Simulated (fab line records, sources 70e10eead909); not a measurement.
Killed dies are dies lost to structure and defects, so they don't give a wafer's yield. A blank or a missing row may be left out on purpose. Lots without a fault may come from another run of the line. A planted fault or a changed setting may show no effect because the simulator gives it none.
Problem report in the 8D (eight disciplines) form, filled by code | flow nand_harc | the parts of the form that need people (team, actions taken, sign-off) are left out

1. THE PROBLEM
cd_nm at NHARC_A_BLC_CD_MEAS_10 reads a mean of 110.2 nm on 9 wafers of 3 lots; wafers without a fault read 100.4 nm with a standard deviation of 0.79. That is +12 standard deviations from the usual mean.
The step: target cd 100 nm.
First seen on wafer L246.2, day 20 05:59, on cd_sem-01. The record holds 39 wafers of 13 lots with a number at this step. Rule for "out", or "out of limits": more than 4 standard deviations from the usual mean. The other wafers with a number count as sound.

2. WHAT IT IS AND WHAT IT IS NOT
question                    | is                     | is not
which readings at this step | cd_nm                  | -
which lots                  | L246, L247, L248       | L234, L235, L236, L237, L238, L239, L244, L245, L253, L255
which wafers of those lots  | all that have a number | -
read on which gauges        | cd_sem-01, cd_sem-02   | cd_sem-03
when                        | from day 20 05:59      | up to then (21 sound wafers); but 9 sound wafers of L245, L253, L255 came after

3. SUSPECTS, AND WHAT RULES EACH OUT
Counting: a tool at a process step up to the reading stays a suspect if it ran every lot that is out and no sound lot after the first of them.
- the gauge at NHARC_A_BLC_CD_MEAS_10: ruled out. The wafers that are out were read on 2 gauges (cd_sem-01, cd_sem-02).
- litho_track-06 at NHARC_A_BLC_PEB_08 (peb time 65 s): kept. It ran every lot that is out, first L246 (day 20 05:54), and no sound lot after that; its last sound lot up to then is L244 (day 20 00:24).
Left after counting: litho_track-06 at NHARC_A_BLC_PEB_08.

4. THE CAUSE (what the simulator had put in)
Process parameter drift: litho_track-06, from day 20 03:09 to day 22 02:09, at NHARC_A_BLC_PEB_08. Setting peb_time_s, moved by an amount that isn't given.
Counting left only this tool.

5. THE CHAIN OF EFFECTS, in route order
Each row: a reading whose mean over the struck wafers that have a number lies more than 3 standard deviations from the usual. Only readings for which the record gives a usual standard deviation are gone through. hours: the time from each lot's start at the first step in this table that gives one to its start at this step, as a median over the lots. sigmas: the change in usual standard deviations.
hours | step                   | reading         | usual    | on struck wafers | change | sigmas
0     | NHARC_A_BLC_CD_MEAS_10 | cd_nm           | 100.4 nm | 110.2            | +9.8   | +12
48    | NHARC_END_SORT_01      | killed_at_array | 25       | 56               | +31    | +3.1
Later measuring or inspecting steps at which every struck wafer that the step has a row for has a number for every such reading, and none has moved that far: NHARC_A_BLC_INSPECT_12.

6. WHAT WOULD HAVE CAUGHT IT SOONER
In this record the first reading out of limits at a measuring or inspecting step was taken at day 20 05:59, 3 hours after the fault began at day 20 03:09.
Of the lots that are out (3), L247, L248 began NHARC_A_BLC_PEB_08 on litho_track-06 after day 20 05:59. A hold on the tool at that time would have spared those 2.
